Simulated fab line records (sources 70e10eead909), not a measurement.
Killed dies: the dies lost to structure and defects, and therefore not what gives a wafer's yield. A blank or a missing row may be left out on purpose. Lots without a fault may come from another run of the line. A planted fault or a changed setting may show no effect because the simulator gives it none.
Which tool was responsible? / flow nand harc / 12 lots with 34 wafers sampled at 5 steps, on a route of 1302 steps

## WHAT EACH GAUGE READ, for each wafer
NHARC_A_SLIT_CD_MEAS_21. Usual: cd nm reads 289.9 nm (standard deviation 0.95).
lot=L250; measured=day 19 20:12; on=cd sem-02; cd nm (nm)=289.7 289.3 290.5; flag=
lot=L252; measured=day 20 15:43; on=cd sem-02; cd nm (nm)=290.7 291.2 291.7; flag=
lot=L256; measured=day 21 22:32; on=cd sem-03; cd nm (nm)=289.3 287.7 290.9; flag=
lot=L258; measured=day 23 09:05; on=cd sem-02; cd nm (nm)=289.4 290.7 291.5; flag=
lot=L260; measured=day 24 12:31; on=cd sem-03; cd nm (nm)=289.4 290.2 287.9; flag=
lot=L259; measured=day 24 09:07; on=cd sem-02; cd nm (nm)=290.7 288.8 289.8; flag=
lot=L263; measured=day 24 21:39; on=cd sem-03; cd nm (nm)=290.6 291.8; flag=
lot=L262; measured=day 25 08:24; on=cd sem-03; cd nm (nm)=287.6 289.5; flag=
lot=L270; measured=day 28 07:05; on=cd sem-03; cd nm (nm)=290.1 290.4 290.2; flag=
lot=L271; measured=day 28 21:32; on=cd sem-01; cd nm (nm)=290.0 288.3 288.4; flag=
lot=L272; measured=day 28 19:11; on=cd sem-03; cd nm (nm)=291.4 289.9 290.9; flag=
lot=L273; measured=day 30 15:40; on=cd sem-03; cd nm (nm)=290.9 291.7 290.7; flag=

NHARC_END_SORT_01. Usual: killed at array 56, standard deviation 17; killed at other 1.2, standard deviation 1.4; killed at periphery 4, standard deviation 3.2; killed dies 61, standard deviation 16; killed open 3.6, standard deviation 2.1; killed short 2.7, standard deviation 1.8.
lot=L250; measured=day 24 09:07; on=prober-01; killed at array=41 40 40; killed at other=0 0 0; killed at periphery=8 3 6; killed dies=49 43 46; killed open=3 3 5; killed short=2 0 5; flag=
lot=L263; measured=day 29 12:55; on=prober-02; killed at array=44 35; killed at other=3 2; killed at periphery=3 7; killed dies=50 44; killed open=0 3; killed short=3 3; flag=
lot=L270; measured=day 32 20:02; on=prober-01; killed at array=87 82 85; killed at other=2 3 0; killed at periphery=1 1 3; killed dies=90 86 88; killed open=2 2 3; killed short=1 2 2; flag=
lot=L273; measured=day 35 05:52; on=prober-02; killed at array=46 40 60; killed at other=6 1 2; killed at periphery=16 9 10; killed dies=68 50 72; killed open=3 3 4; killed short=2 2 3; flag=

## WHAT TOOL EACH LOT RAN ON (gives the tool, then ch and the chambers of the sampled wafers, and finally the start)
lot=L250; NHARC_A_STAIRCASE_ETCH_444=rie diel-12 ch 0,1, day 18 17:51; NHARC_A_SLIT_SOFTBAKE_04=litho track-01 ch 0, day 19 13:00; NHARC_A_SLIT_ETCH_29=rie diel-05 ch 0,1,3, day 19 19:40
lot=L252; NHARC_A_STAIRCASE_ETCH_444=rie diel-07 ch 0,1, day 19 12:25; NHARC_A_SLIT_SOFTBAKE_04=litho track-01 ch 0, day 20 08:00; NHARC_A_SLIT_ETCH_29=rie diel-10 ch 1,2, day 20 15:07
lot=L256; NHARC_A_STAIRCASE_ETCH_444=rie diel-12 ch 1,2,3, day 20 17:43; NHARC_A_SLIT_SOFTBAKE_04=litho track-01 ch 0, day 21 15:00; NHARC_A_SLIT_ETCH_29=rie diel-10 ch 0,2,3, day 21 22:00
lot=L258; NHARC_A_STAIRCASE_ETCH_444=rie diel-12 ch 2,3, day 22 07:14; NHARC_A_SLIT_SOFTBAKE_04=litho track-01 ch 0, day 23 02:00; NHARC_A_SLIT_ETCH_29=rie diel-09 ch 2,3, day 23 08:33
lot=L260; NHARC_A_STAIRCASE_ETCH_444=rie diel-12 ch 0,3, day 23 05:45; NHARC_A_SLIT_SOFTBAKE_04=litho track-01 ch 0, day 24 01:00; NHARC_A_SLIT_ETCH_29=rie diel-05 ch 1,2,3, day 24 11:59
lot=L259; NHARC_A_STAIRCASE_ETCH_444=rie diel-08 ch 1,3, day 23 06:28; NHARC_A_SLIT_SOFTBAKE_04=litho track-01 ch 0, day 24 00:00; NHARC_A_SLIT_ETCH_29=rie diel-05 ch 1,2,3, day 24 08:35
lot=L263; NHARC_A_STAIRCASE_ETCH_444=rie diel-12 ch 3, day 23 19:22; NHARC_A_SLIT_SOFTBAKE_04=litho track-01 ch 0, day 24 14:00; NHARC_A_SLIT_ETCH_29=rie diel-10 ch 2, day 24 21:07
lot=L262; NHARC_A_STAIRCASE_ETCH_444=rie diel-07 ch 2,3, day 24 00:53; NHARC_A_SLIT_SOFTBAKE_04=litho track-01 ch 0, day 25 00:00; NHARC_A_SLIT_ETCH_29=rie diel-05 ch 2,3, day 25 07:47
lot=L270; NHARC_A_STAIRCASE_ETCH_444=rie diel-08 ch 0,2,3, day 27 05:24; NHARC_A_SLIT_SOFTBAKE_04=litho track-01 ch 0, day 28 00:00; NHARC_A_SLIT_ETCH_29=rie diel-05 ch 0,1,2, day 28 06:33
lot=L271; NHARC_A_STAIRCASE_ETCH_444=rie diel-12 ch 1,3, day 27 15:09; NHARC_A_SLIT_SOFTBAKE_04=litho track-01 ch 0, day 28 11:00; NHARC_A_SLIT_ETCH_29=rie diel-09 ch 1,2, day 28 21:00
lot=L272; NHARC_A_STAIRCASE_ETCH_444=rie diel-08 ch 1,2,3, day 27 15:28; NHARC_A_SLIT_SOFTBAKE_04=litho track-06 ch 0, day 28 10:00; NHARC_A_SLIT_ETCH_29=rie diel-10 ch 0,1,3, day 28 18:39
lot=L273; NHARC_A_STAIRCASE_ETCH_444=rie diel-08 ch 0,1, day 29 08:48; NHARC_A_SLIT_SOFTBAKE_04=litho track-04 ch 0, day 30 07:00; NHARC_A_SLIT_ETCH_29=rie diel-10 ch 0,1,3, day 30 15:08
- NHARC_A_STAIRCASE_ETCH_444: etches the open film in C4F8/O2, target depth 20400 nm, time 6800 s.
- NHARC_A_SLIT_SOFTBAKE_04: time 55 s.
- NHARC_A_SLIT_ETCH_29: etches the open film in CF4/O2, target depth 100 nm, overetch 10 nm, time 55 s.

## AS READ BY THE TOOLS THEMSELVES (means over the sampled wafers that have a number; for cases with no such wafer, the mark the record gives instead)
NHARC_A_STAIRCASE_ETCH_444. Usual: chamber pressure mTorr 24.999 mTorr, standard deviation 0.024; oes product au 0.934 a.u., standard deviation 0.018; rf fwd power W 600.0 W, standard deviation 1.9; rf vpp V 806 V, standard deviation 4.3.
lot=L250; tool=rie diel-12; chamber pressure mTorr (mTorr)=24.988; oes product au (a.u.)=0.921; rf fwd power W (W)=601.1; rf vpp V (V)=804; flag=
lot=L252; tool=rie diel-07; chamber pressure mTorr (mTorr)=24.997; oes product au (a.u.)=0.925; rf fwd power W (W)=600.0; rf vpp V (V)=804; flag=
lot=L256; tool=rie diel-12; chamber pressure mTorr (mTorr)=24.992; oes product au (a.u.)=0.958; rf fwd power W (W)=600.7; rf vpp V (V)=807; flag=
lot=L258; tool=rie diel-12; chamber pressure mTorr (mTorr)=25.008; oes product au (a.u.)=0.926; rf fwd power W (W)=599.1; rf vpp V (V)=810; flag=
lot=L260; tool=rie diel-12; chamber pressure mTorr (mTorr)=25.007; oes product au (a.u.)=0.920; rf fwd power W (W)=601.3; rf vpp V (V)=805; flag=
lot=L259; tool=rie diel-08; chamber pressure mTorr (mTorr)=25.035; oes product au (a.u.)=0.933; rf fwd power W (W)=600.5; rf vpp V (V)=807; flag=
lot=L263; tool=rie diel-12; chamber pressure mTorr (mTorr)=24.998; oes product au (a.u.)=0.917; rf fwd power W (W)=599.3; rf vpp V (V)=808; flag=
lot=L262; tool=rie diel-07; chamber pressure mTorr (mTorr)=24.980; oes product au (a.u.)=0.944; rf fwd power W (W)=603.1; rf vpp V (V)=804; flag=
lot=L270; tool=rie diel-08; chamber pressure mTorr (mTorr)=24.998; oes product au (a.u.)=0.922; rf fwd power W (W)=599.5; rf vpp V (V)=812; flag=
lot=L271; tool=rie diel-12; chamber pressure mTorr (mTorr)=25.005; oes product au (a.u.)=0.957; rf fwd power W (W)=599.4; rf vpp V (V)=807; flag=
lot=L272; tool=rie diel-08; chamber pressure mTorr (mTorr)=25.009; oes product au (a.u.)=0.917; rf fwd power W (W)=600.5; rf vpp V (V)=807; flag=
lot=L273; tool=rie diel-08; chamber pressure mTorr (mTorr)=24.989; oes product au (a.u.)=0.967; rf fwd power W (W)=598.5; rf vpp V (V)=810; flag=

NHARC_A_SLIT_SOFTBAKE_04. Usual: chill plate temp C 23.00 C, standard deviation 0.11; exhaust pa 45.0 Pa, standard deviation 0.86; heater power total W 188.44 W, standard deviation 0.12.
lot=L250; tool=litho track-01; chill plate temp C (C)=23.07; exhaust pa (Pa)=46.2; heater power total W (W)=188.36; flag=
lot=L252; tool=litho track-01; chill plate temp C (C)=22.95; exhaust pa (Pa)=45.4; heater power total W (W)=188.40; flag=
lot=L256; tool=litho track-01; chill plate temp C (C)=23.04; exhaust pa (Pa)=45.5; heater power total W (W)=188.46; flag=
lot=L258; tool=litho track-01; chill plate temp C (C)=22.99; exhaust pa (Pa)=45.0; heater power total W (W)=188.43; flag=
lot=L260; tool=litho track-01; chill plate temp C (C)=23.12; exhaust pa (Pa)=45.0; heater power total W (W)=194.92; flag=OFF
lot=L259; tool=litho track-01; chill plate temp C (C)=22.95; exhaust pa (Pa)=44.7; heater power total W (W)=188.40; flag=
lot=L263; tool=litho track-01; chill plate temp C (C)=23.02; exhaust pa (Pa)=45.1; heater power total W (W)=198.09; flag=OFF
lot=L262; tool=litho track-01; chill plate temp C (C)=22.94; exhaust pa (Pa)=45.4; heater power total W (W)=198.18; flag=OFF
lot=L270; tool=litho track-01; chill plate temp C (C)=22.95; exhaust pa (Pa)=44.5; heater power total W (W)=188.53; flag=
lot=L271; tool=litho track-01; chill plate temp C (C)=22.92; exhaust pa (Pa)=42.9; heater power total W (W)=188.59; flag=
lot=L272; tool=litho track-06; chill plate temp C (C)=22.95; exhaust pa (Pa)=45.3; heater power total W (W)=188.46; flag=
lot=L273; tool=litho track-04; chill plate temp C (C)=22.92; exhaust pa (Pa)=44.2; heater power total W (W)=188.39; flag=

NHARC_A_SLIT_ETCH_29. Usual: chamber pressure mTorr is 29.998 mTorr with standard deviation 0.026, drypump motor current A is 5.5 A with standard deviation 0.55, oes product au is 1.003 a.u. with standard deviation 0.013, rf fwd power W is 296.7 W with standard deviation 1.5, rf vpp V is 197.7 V with standard deviation 1.2, showerhead plenum p Torr is 1.33 Torr with standard deviation 0.041, and throttle valve pct is 13.398 % with standard deviation 0.0091.
lot=L250; tool=rie diel-05; chamber pressure mTorr (mTorr)=29.999; drypump motor current A (A)=6.2; oes product au (a.u.)=1.001; rf fwd power W (W)=296.1; rf vpp V (V)=197.2; showerhead plenum p Torr (Torr)=1.32; throttle valve pct (%)=13.392; flag=
lot=L252; tool=rie diel-10; chamber pressure mTorr (mTorr)=30.027; drypump motor current A (A)=5.0; oes product au (a.u.)=1.012; rf fwd power W (W)=297.4; rf vpp V (V)=198.5; showerhead plenum p Torr (Torr)=1.36; throttle valve pct (%)=13.388; flag=
lot=L256; tool=rie diel-10; chamber pressure mTorr (mTorr)=29.993; drypump motor current A (A)=5.2; oes product au (a.u.)=1.010; rf fwd power W (W)=296.4; rf vpp V (V)=198.2; showerhead plenum p Torr (Torr)=1.33; throttle valve pct (%)=13.396; flag=
lot=L258; tool=rie diel-09; chamber pressure mTorr (mTorr)=29.995; drypump motor current A (A)=5.5; oes product au (a.u.)=1.014; rf fwd power W (W)=296.8; rf vpp V (V)=196.8; showerhead plenum p Torr (Torr)=1.29; throttle valve pct (%)=13.397; flag=
lot=L260; tool=rie diel-05; chamber pressure mTorr (mTorr)=29.991; drypump motor current A (A)=6.1; oes product au (a.u.)=1.003; rf fwd power W (W)=296.6; rf vpp V (V)=197.6; showerhead plenum p Torr (Torr)=1.34; throttle valve pct (%)=13.399; flag=
lot=L259; tool=rie diel-05; chamber pressure mTorr (mTorr)=30.008; drypump motor current A (A)=6.1; oes product au (a.u.)=1.002; rf fwd power W (W)=297.7; rf vpp V (V)=198.2; showerhead plenum p Torr (Torr)=1.34; throttle valve pct (%)=13.398; flag=
lot=L263; tool=rie diel-10; chamber pressure mTorr (mTorr)=29.966; drypump motor current A (A)=5.0; oes product au (a.u.)=1.014; rf fwd power W (W)=296.3; rf vpp V (V)=199.2; showerhead plenum p Torr (Torr)=1.38; throttle valve pct (%)=13.396; flag=
lot=L262; tool=rie diel-05; chamber pressure mTorr (mTorr)=29.954; drypump motor current A (A)=6.3; oes product au (a.u.)=0.993; rf fwd power W (W)=297.1; rf vpp V (V)=197.7; showerhead plenum p Torr (Torr)=1.33; throttle valve pct (%)=13.395; flag=
lot=L270; tool=rie diel-05; chamber pressure mTorr (mTorr)=29.994; drypump motor current A (A)=6.0; oes product au (a.u.)=0.998; rf fwd power W (W)=295.8; rf vpp V (V)=197.6; showerhead plenum p Torr (Torr)=1.35; throttle valve pct (%)=13.397; flag=
lot=L271; tool=rie diel-09; chamber pressure mTorr (mTorr)=29.992; drypump motor current A (A)=5.2; oes product au (a.u.)=0.999; rf fwd power W (W)=298.1; rf vpp V (V)=196.8; showerhead plenum p Torr (Torr)=1.31; throttle valve pct (%)=13.399; flag=
lot=L272; tool=rie diel-10; chamber pressure mTorr (mTorr)=29.985; drypump motor current A (A)=5.1; oes product au (a.u.)=1.014; rf fwd power W (W)=296.9; rf vpp V (V)=197.4; showerhead plenum p Torr (Torr)=1.31; throttle valve pct (%)=13.398; flag=
lot=L273; tool=rie diel-10; chamber pressure mTorr (mTorr)=29.987; drypump motor current A (A)=5.1; oes product au (a.u.)=1.017; rf fwd power W (W)=297.1; rf vpp V (V)=196.7; showerhead plenum p Torr (Torr)=1.30; throttle valve pct (%)=13.401; flag=

## THE ANSWER, worked out from the rows above alone
Rule: take the mean of a lot's wafers that have a number; if it is more than 3 standard deviations from the usual mean, the lot is off. Also off: a lot with no number at a reading for which 4 or more lots have one. Where the step has rows for the other lots, those lots are counted as sound. The gauges are gone through in route order, then the tools' own readings, and for those a lot's mean is taken as printed above. The first step at which some lot is off is used, and at that step the reading that is off furthest; a lot without a number counts as furthest.
Off: L260, L263, L262, at NHARC_A_SLIT_SOFTBAKE_04 (heater power total W).
If a tool, at that step or one of the process steps before it, ran each lot that is off and ran no sound lot following the first of them, it fits. No candidate that was tried fits.

## WHAT THE SIMULATOR HAD INSERTED
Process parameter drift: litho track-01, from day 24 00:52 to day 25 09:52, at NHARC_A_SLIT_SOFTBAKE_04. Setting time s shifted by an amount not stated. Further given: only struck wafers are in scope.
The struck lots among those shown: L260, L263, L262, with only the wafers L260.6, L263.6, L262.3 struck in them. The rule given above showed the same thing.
